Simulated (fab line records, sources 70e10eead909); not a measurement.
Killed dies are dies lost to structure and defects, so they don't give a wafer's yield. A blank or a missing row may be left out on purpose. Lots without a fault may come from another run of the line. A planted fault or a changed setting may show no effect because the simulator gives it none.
Chamber matching | flow nand_harc | NHARC_P_ZERO_WELL_DESCUM_54 on rie_diel-07: 4 sister chambers
The step chemistry O2, time 3 s. 4 wafers are shown with their chamber, then 12 later ones without.

WAFERS WITH THEIR CHAMBER
wafer  | chamber | drypump_motor_current_A (A)
L089.1 | 2       | 6.1
L092.1 | 1       | 5.6
L092.2 | 3       | 5.8
L092.4 | 0       | 4.8

WAFERS WITHOUT THEIR CHAMBER
wafer  | drypump_motor_current_A (A)
L093.3 | 6.1
L093.5 | 4.8
L093.6 | 5.8
L096.1 | 6.1
L096.4 | 5.6
L096.5 | 5.6
L096.2 | 5.8
L096.3 | 4.8
L096.6 | 6.0
L097.1 | 5.6
L097.2 | 4.8
L097.4 | 6.1

WHICH CHAMBER EACH WENT THROUGH
wafer  | from the rows above | in truth
L093.3 | 2                   | 2
L093.5 | 0                   | 0
L093.6 | 3                   | 3
L096.1 | 2                   | 2
L096.4 | 1                   | 1
L096.5 | 1                   | 1
L096.2 | 3                   | 3
L096.3 | 0                   | 0
L096.6 | 2                   | 2
L097.1 | 1                   | 1
L097.2 | 0                   | 0
L097.4 | 2                   | 2
Placed correctly: 12 of 12. Can't be placed from these rows: 0. Placed wrongly: 0.
How it was worked out, from the rows above alone: a wafer's distance from a chamber is the root of the sum, over the readings, of the square of ((its reading less the chamber's mean) divided by the reading's scatter). The wafer belongs to the nearest chamber; if the next one is less than 2 further off, it can't be placed. A chamber's mean is the mean of its shown wafers. The scatter: with one shown wafer a chamber, the root of the mean of the squares of how far each hidden wafer lies from its nearest shown one.
